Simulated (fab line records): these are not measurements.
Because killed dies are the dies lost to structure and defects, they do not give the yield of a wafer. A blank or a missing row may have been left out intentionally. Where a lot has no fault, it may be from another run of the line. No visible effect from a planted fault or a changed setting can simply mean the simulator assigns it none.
Which tool was responsible? / flow nandHarc / 12 lots with 36 wafers sampled at 5 steps, on a route of 1159 steps

== WHAT THE GAUGES SHOWED, per wafer ==
NHARC_END_SORT_01. Usual: killedAtArray 29, standard deviation 11; killedAtOther 0.6, standard deviation 0.92; killedAtPeriphery 3.2, standard deviation 2; killedDies 33, standard deviation 11; killedOpen 3.2, standard deviation 2; killedShort 1.9, standard deviation 1.5.
lot=L244; measured=day 24 18:34; on=prober-02; killedAtArray=121 117 105; killedAtOther=1 2 2; killedAtPeriphery=2 0 1; killedDies=124 119 108; killedOpen=2 0 5; killedShort=2 0 1; flag=OFF
lot=L249; measured=day 25 03:11; on=prober-02; killedAtArray=88 131 97; killedAtOther=0 0 0; killedAtPeriphery=3 6 5; killedDies=91 137 102; killedOpen=0 3 2; killedShort=1 5 0; flag=OFF

== WHICH TOOL RAN EACH LOT (tool, then ch and the chambers of the sampled wafers, then the start) ==
lot=L226; NHARC_A_STAIRCASE_ETCH_292=rieDiel-12 ch 1,3, day 11 13:36; NHARC_HYBRID_BOND_ACTIVATE_00=rieDiel-12 ch 1,3, day 17 22:08; NHARC_THIN_TSV_DEGAS_53=pvdSputter-01, day 18 20:07; NHARC_THIN_TSV_ETCH_36=rieMetal-03 ch 0,1, day 18 21:48
lot=L228; NHARC_A_STAIRCASE_ETCH_292=rieDiel-11 ch 0,1,2, day 11 22:07; NHARC_HYBRID_BOND_ACTIVATE_00=rieDiel-05 ch 1,2, day 18 06:27; NHARC_THIN_TSV_DEGAS_53=pvdSputter-01, day 19 08:10; NHARC_THIN_TSV_ETCH_36=rieMetal-03 ch 0,1, day 19 09:44
lot=L227; NHARC_A_STAIRCASE_ETCH_292=rieDiel-12 ch 0,1,2, day 11 23:19; NHARC_HYBRID_BOND_ACTIVATE_00=rieDiel-05 ch 1,2,3, day 18 05:36; NHARC_THIN_TSV_DEGAS_53=pvdSputter-03, day 18 21:44; NHARC_THIN_TSV_ETCH_36=rieMetal-01 ch 0,1, day 18 23:23
lot=L230; NHARC_A_STAIRCASE_ETCH_292=rieDiel-12 ch 0,2,3, day 12 10:18; NHARC_HYBRID_BOND_ACTIVATE_00=rieDiel-05 ch 2,3, day 18 09:18; NHARC_THIN_TSV_DEGAS_53=pvdSputter-01, day 19 09:15; NHARC_THIN_TSV_ETCH_36=rieMetal-02 ch 0,1, day 19 10:57
lot=L233; NHARC_A_STAIRCASE_ETCH_292=rieDiel-11 ch 0,3, day 13 03:55; NHARC_HYBRID_BOND_ACTIVATE_00=rieDiel-05 ch 0,1,3, day 20 00:16; NHARC_THIN_TSV_DEGAS_53=pvdSputter-03, day 20 17:41; NHARC_THIN_TSV_ETCH_36=rieMetal-01 ch 0,1, day 20 19:18
lot=L232; NHARC_A_STAIRCASE_ETCH_292=rieDiel-12 ch 1,2,3, day 13 04:13; NHARC_HYBRID_BOND_ACTIVATE_00=rieDiel-05 ch 0,2,3, day 19 23:32; NHARC_THIN_TSV_DEGAS_53=pvdSputter-03, day 20 18:33; NHARC_THIN_TSV_ETCH_36=rieMetal-02 ch 0,1, day 20 20:13
lot=L234; NHARC_A_STAIRCASE_ETCH_292=rieDiel-04 ch 1,2,3, day 13 22:31; NHARC_HYBRID_BOND_ACTIVATE_00=rieDiel-12 ch 0,1,2, day 20 07:08; NHARC_THIN_TSV_DEGAS_53=pvdSputter-01, day 21 02:10; NHARC_THIN_TSV_ETCH_36=rieMetal-01 ch 0,1, day 21 03:52
lot=L235; NHARC_A_STAIRCASE_ETCH_292=rieDiel-04 ch 1,2,3, day 14 00:19; NHARC_HYBRID_BOND_ACTIVATE_00=rieDiel-05 ch 0,1,3, day 20 07:43; NHARC_THIN_TSV_DEGAS_53=pvdSputter-02, day 21 02:35; NHARC_THIN_TSV_ETCH_36=rieMetal-02 ch 0,1, day 21 04:16
lot=L239; NHARC_A_STAIRCASE_ETCH_292=rieDiel-11 ch 0,1,3, day 14 19:31; NHARC_HYBRID_BOND_ACTIVATE_00=rieDiel-04 ch 0,1, day 21 02:00; NHARC_THIN_TSV_DEGAS_53=pvdSputter-02, day 21 22:04; NHARC_THIN_TSV_ETCH_36=rieMetal-03 ch 0,1, day 21 23:45
lot=L236; NHARC_A_STAIRCASE_ETCH_292=rieDiel-12 ch 0,1,3, day 15 05:47; NHARC_HYBRID_BOND_ACTIVATE_00=rieDiel-05 ch 0,1,3, day 21 11:50; NHARC_THIN_TSV_DEGAS_53=pvdSputter-02, day 22 05:09; NHARC_THIN_TSV_ETCH_36=rieMetal-03 ch 0,1, day 22 06:53
lot=L244; NHARC_A_STAIRCASE_ETCH_292=rieDiel-12 ch 0,2,3, day 16 11:38; NHARC_HYBRID_BOND_ACTIVATE_00=rieDiel-05 ch 0,1,2, day 23 03:12; NHARC_THIN_TSV_DEGAS_53=pvdSputter-02, day 24 00:56; NHARC_THIN_TSV_ETCH_36=rieMetal-03 ch 0,1, day 24 02:37
lot=L249; NHARC_A_STAIRCASE_ETCH_292=rieDiel-12 ch 0,3, day 17 07:21; NHARC_HYBRID_BOND_ACTIVATE_00=rieDiel-05 ch 1,2,3, day 23 14:31; NHARC_THIN_TSV_DEGAS_53=pvdSputter-01, day 24 09:27; NHARC_THIN_TSV_ETCH_36=rieMetal-01 ch 0,1, day 24 11:01
- NHARC_A_STAIRCASE_ETCH_292: etches the open film in CF4/CHF3.
- NHARC_HYBRID_BOND_ACTIVATE_00: chemistry N2, time 60 s.
- NHARC_THIN_TSV_DEGAS_53: time 60 s.
- NHARC_THIN_TSV_ETCH_36: etches the open film in Cl2/BCl3, target depth 65 nm, time 18.571 s.

== WHAT THE TOOLS THEMSELVES READ (means of the sampled wafers that have a number; where no wafer has one, the mark that the record gives instead) ==
NHARC_A_STAIRCASE_ETCH_292. Usual: chamberPressureMTorr 25.002 mTorr, standard deviation 0.023; drypumpMotorCurrentA 5.6 A, standard deviation 0.47; oesProductAu 0.949 a.u., standard deviation 0.023; rfVppV 370.2 V, standard deviation 2.3; showerheadPlenumPTorr 1.56 Torr, standard deviation 0.066; throttleValvePct 16.802 %, standard deviation 0.0094.
lot=L226; tool=rieDiel-12; chamberPressureMTorr (mTorr)=24.993; drypumpMotorCurrentA (A)=5.7; oesProductAu (a.u.)=0.976; rfVppV (V)=370.9; showerheadPlenumPTorr (Torr)=1.59; throttleValvePct (%)=16.803; flag=
lot=L228; tool=rieDiel-11; chamberPressureMTorr (mTorr)=24.990; drypumpMotorCurrentA (A)=5.4; oesProductAu (a.u.)=0.975; rfVppV (V)=369.1; showerheadPlenumPTorr (Torr)=1.54; throttleValvePct (%)=16.803; flag=
lot=L227; tool=rieDiel-12; chamberPressureMTorr (mTorr)=24.993; drypumpMotorCurrentA (A)=5.5; oesProductAu (a.u.)=0.926; rfVppV (V)=369.7; showerheadPlenumPTorr (Torr)=1.55; throttleValvePct (%)=16.800; flag=
lot=L230; tool=rieDiel-12; chamberPressureMTorr (mTorr)=25.026; drypumpMotorCurrentA (A)=5.8; oesProductAu (a.u.)=0.950; rfVppV (V)=370.7; showerheadPlenumPTorr (Torr)=1.59; throttleValvePct (%)=16.802; flag=
lot=L233; tool=rieDiel-11; chamberPressureMTorr (mTorr)=25.002; drypumpMotorCurrentA (A)=5.6; oesProductAu (a.u.)=0.983; rfVppV (V)=371.1; showerheadPlenumPTorr (Torr)=1.60; throttleValvePct (%)=16.807; flag=
lot=L232; tool=rieDiel-12; chamberPressureMTorr (mTorr)=24.984; drypumpMotorCurrentA (A)=5.6; oesProductAu (a.u.)=0.916; rfVppV (V)=370.1; showerheadPlenumPTorr (Torr)=1.57; throttleValvePct (%)=16.801; flag=
lot=L234; tool=rieDiel-04; chamberPressureMTorr (mTorr)=24.997; drypumpMotorCurrentA (A)=5.7; oesProductAu (a.u.)=0.954; rfVppV (V)=369.6; showerheadPlenumPTorr (Torr)=1.56; throttleValvePct (%)=16.795; flag=
lot=L235; tool=rieDiel-04; chamberPressureMTorr (mTorr)=24.987; drypumpMotorCurrentA (A)=5.7; oesProductAu (a.u.)=0.985; rfVppV (V)=369.6; showerheadPlenumPTorr (Torr)=1.56; throttleValvePct (%)=16.798; flag=
lot=L239; tool=rieDiel-11; chamberPressureMTorr (mTorr)=24.988; drypumpMotorCurrentA (A)=5.8; oesProductAu (a.u.)=0.980; rfVppV (V)=369.8; showerheadPlenumPTorr (Torr)=1.54; throttleValvePct (%)=16.812; flag=
lot=L236; tool=rieDiel-12; chamberPressureMTorr (mTorr)=25.010; drypumpMotorCurrentA (A)=5.6; oesProductAu (a.u.)=0.934; rfVppV (V)=369.0; showerheadPlenumPTorr (Torr)=1.56; throttleValvePct (%)=16.810; flag=
lot=L244; tool=rieDiel-12; chamberPressureMTorr (mTorr)=25.019; drypumpMotorCurrentA (A)=5.8; oesProductAu (a.u.)=0.924; rfVppV (V)=370.7; showerheadPlenumPTorr (Torr)=1.58; throttleValvePct (%)=16.800; flag=
lot=L249; tool=rieDiel-12; chamberPressureMTorr (mTorr)=25.014; drypumpMotorCurrentA (A)=5.8; oesProductAu (a.u.)=0.940; rfVppV (V)=370.2; showerheadPlenumPTorr (Torr)=1.58; throttleValvePct (%)=16.807; flag=

NHARC_HYBRID_BOND_ACTIVATE_00. Usual: drypumpMotorCurrentA 5.9 A, standard deviation 0.36; oesProductAu 1.003 a.u., standard deviation 0.0082; rfVppV 63.9 V, standard deviation 0.88; showerheadPlenumPTorr 1.74 Torr, standard deviation 0.068.
lot=L226; tool=rieDiel-12; drypumpMotorCurrentA (A)=5.6; oesProductAu (a.u.)=1.005; rfVppV (V)=64.0; showerheadPlenumPTorr (Torr)=1.77; flag=
lot=L228; tool=rieDiel-05; drypumpMotorCurrentA (A)=6.1; oesProductAu (a.u.)=1.014; rfVppV (V)=63.9; showerheadPlenumPTorr (Torr)=1.69; flag=
lot=L227; tool=rieDiel-05; drypumpMotorCurrentA (A)=6.1; oesProductAu (a.u.)=1.007; rfVppV (V)=64.4; showerheadPlenumPTorr (Torr)=1.75; flag=
lot=L230; tool=rieDiel-05; drypumpMotorCurrentA (A)=6.2; oesProductAu (a.u.)=1.010; rfVppV (V)=64.2; showerheadPlenumPTorr (Torr)=1.80; flag=
lot=L233; tool=rieDiel-05; drypumpMotorCurrentA (A)=6.0; oesProductAu (a.u.)=1.002; rfVppV (V)=63.7; showerheadPlenumPTorr (Torr)=1.73; flag=
lot=L232; tool=rieDiel-05; drypumpMotorCurrentA (A)=6.1; oesProductAu (a.u.)=1.006; rfVppV (V)=63.5; showerheadPlenumPTorr (Torr)=1.78; flag=
lot=L234; tool=rieDiel-12; drypumpMotorCurrentA (A)=5.5; oesProductAu (a.u.)=0.998; rfVppV (V)=63.0; showerheadPlenumPTorr (Torr)=1.72; flag=
lot=L235; tool=rieDiel-05; drypumpMotorCurrentA (A)=6.0; oesProductAu (a.u.)=1.002; rfVppV (V)=63.8; showerheadPlenumPTorr (Torr)=1.73; flag=
lot=L239; tool=rieDiel-04; drypumpMotorCurrentA (A)=5.4; oesProductAu (a.u.)=1.003; rfVppV (V)=63.1; showerheadPlenumPTorr (Torr)=1.65; flag=
lot=L236; tool=rieDiel-05; drypumpMotorCurrentA (A)=6.0; oesProductAu (a.u.)=1.002; rfVppV (V)=63.7; showerheadPlenumPTorr (Torr)=1.73; flag=
lot=L244; tool=rieDiel-05; drypumpMotorCurrentA (A)=6.0; oesProductAu (a.u.)=1.010; rfVppV (V)=63.7; showerheadPlenumPTorr (Torr)=1.71; flag=
lot=L249; tool=rieDiel-05; drypumpMotorCurrentA (A)=6.2; oesProductAu (a.u.)=0.997; rfVppV (V)=64.6; showerheadPlenumPTorr (Torr)=1.75; flag=

NHARC_THIN_TSV_DEGAS_53. Usual: heaterPowerW 458 W, standard deviation 47; susceptorTempC 299.96 C, standard deviation 0.2.
lot=L226; tool=pvdSputter-01; heaterPowerW (W)=417; susceptorTempC (C)=-; flag=OFF
lot=L228; tool=pvdSputter-01; heaterPowerW (W)=446; susceptorTempC (C)=-; flag=OFF
lot=L227; tool=pvdSputter-03; heaterPowerW (W)=538; susceptorTempC (C)=-; flag=OFF
lot=L230; tool=pvdSputter-01; heaterPowerW (W)=422; susceptorTempC (C)=300.08; flag=
lot=L233; tool=pvdSputter-03; heaterPowerW (W)=454; susceptorTempC (C)=299.78; flag=
lot=L232; tool=pvdSputter-03; heaterPowerW (W)=523; susceptorTempC (C)=300.10; flag=
lot=L234; tool=pvdSputter-01; heaterPowerW (W)=441; susceptorTempC (C)=-; flag=OFF
lot=L235; tool=pvdSputter-02; heaterPowerW (W)=425; susceptorTempC (C)=299.86; flag=
lot=L239; tool=pvdSputter-02; heaterPowerW (W)=437; susceptorTempC (C)=299.67; flag=
lot=L236; tool=pvdSputter-02; heaterPowerW (W)=458; susceptorTempC (C)=300.02; flag=
lot=L244; tool=pvdSputter-02; heaterPowerW (W)=482; susceptorTempC (C)=299.88; flag=
lot=L249; tool=pvdSputter-01; heaterPowerW (W)=460; susceptorTempC (C)=300.02; flag=

NHARC_THIN_TSV_ETCH_36. Usual: chamberPressureMTorr 9.999 mTorr, standard deviation 0.0095; drypumpMotorCurrentA 6.33 A, standard deviation 0.29; oesProductAu 1.001 a.u., standard deviation 0.0078.
lot=L226; tool=rieMetal-03; chamberPressureMTorr (mTorr)=9.996; drypumpMotorCurrentA (A)=6.30; oesProductAu (a.u.)=1.004; flag=
lot=L228; tool=rieMetal-03; chamberPressureMTorr (mTorr)=9.998; drypumpMotorCurrentA (A)=6.26; oesProductAu (a.u.)=1.001; flag=
lot=L227; tool=rieMetal-01; chamberPressureMTorr (mTorr)=10.002; drypumpMotorCurrentA (A)=6.46; oesProductAu (a.u.)=0.990; flag=
lot=L230; tool=rieMetal-02; chamberPressureMTorr (mTorr)=10.002; drypumpMotorCurrentA (A)=6.25; oesProductAu (a.u.)=1.001; flag=
lot=L233; tool=rieMetal-01; chamberPressureMTorr (mTorr)=9.990; drypumpMotorCurrentA (A)=6.45; oesProductAu (a.u.)=0.994; flag=
lot=L232; tool=rieMetal-02; chamberPressureMTorr (mTorr)=9.995; drypumpMotorCurrentA (A)=6.27; oesProductAu (a.u.)=0.996; flag=
lot=L234; tool=rieMetal-01; chamberPressureMTorr (mTorr)=10.004; drypumpMotorCurrentA (A)=6.43; oesProductAu (a.u.)=1.005; flag=
lot=L235; tool=rieMetal-02; chamberPressureMTorr (mTorr)=10.005; drypumpMotorCurrentA (A)=5.98; oesProductAu (a.u.)=0.992; flag=
lot=L239; tool=rieMetal-03; chamberPressureMTorr (mTorr)=10.004; drypumpMotorCurrentA (A)=6.38; oesProductAu (a.u.)=1.004; flag=
lot=L236; tool=rieMetal-03; chamberPressureMTorr (mTorr)=10.000; drypumpMotorCurrentA (A)=6.36; oesProductAu (a.u.)=1.006; flag=
lot=L244; tool=rieMetal-03; chamberPressureMTorr (mTorr)=10.000; drypumpMotorCurrentA (A)=6.28; oesProductAu (a.u.)=1.004; flag=
lot=L249; tool=rieMetal-01; chamberPressureMTorr (mTorr)=10.003; drypumpMotorCurrentA (A)=6.55; oesProductAu (a.u.)=1.011; flag=

== THE ANSWER, worked out from the rows above alone ==
Rule: lot off if the mean of its wafers having a number is beyond 3 standard deviations from the usual mean. A lot without any number at a reading at which 4 lots or more have one is off too. The other lots that the step has rows for count as sound. Order of review: gauges by route order, followed by the tools' own readings, for which a lot's mean as printed above is used. The first step at which some lot is off is used, and at that step the reading that is off furthest; a lot without a number counts as furthest.
Off: L244, L249 (NHARC_END_SORT_01, killedAtArray). Neither off nor sound, because the step has no rows for them: L226, L228, L227, L230, L233, L232, L234, L235, L239, L236.
A tool fits if, at a process step before that reading, it ran every lot that is off, and no sound lot after the first of them. Those tools and the gauges at NHARC_END_SORT_01 are tried in the same way. Can't be told from this: 3 tools fit, rieDiel-12 at NHARC_A_STAIRCASE_ETCH_292, rieDiel-05 at NHARC_HYBRID_BOND_ACTIVATE_00, prober-02 at NHARC_END_SORT_01.

== WHAT THE SIMULATOR HAD INSERTED ==
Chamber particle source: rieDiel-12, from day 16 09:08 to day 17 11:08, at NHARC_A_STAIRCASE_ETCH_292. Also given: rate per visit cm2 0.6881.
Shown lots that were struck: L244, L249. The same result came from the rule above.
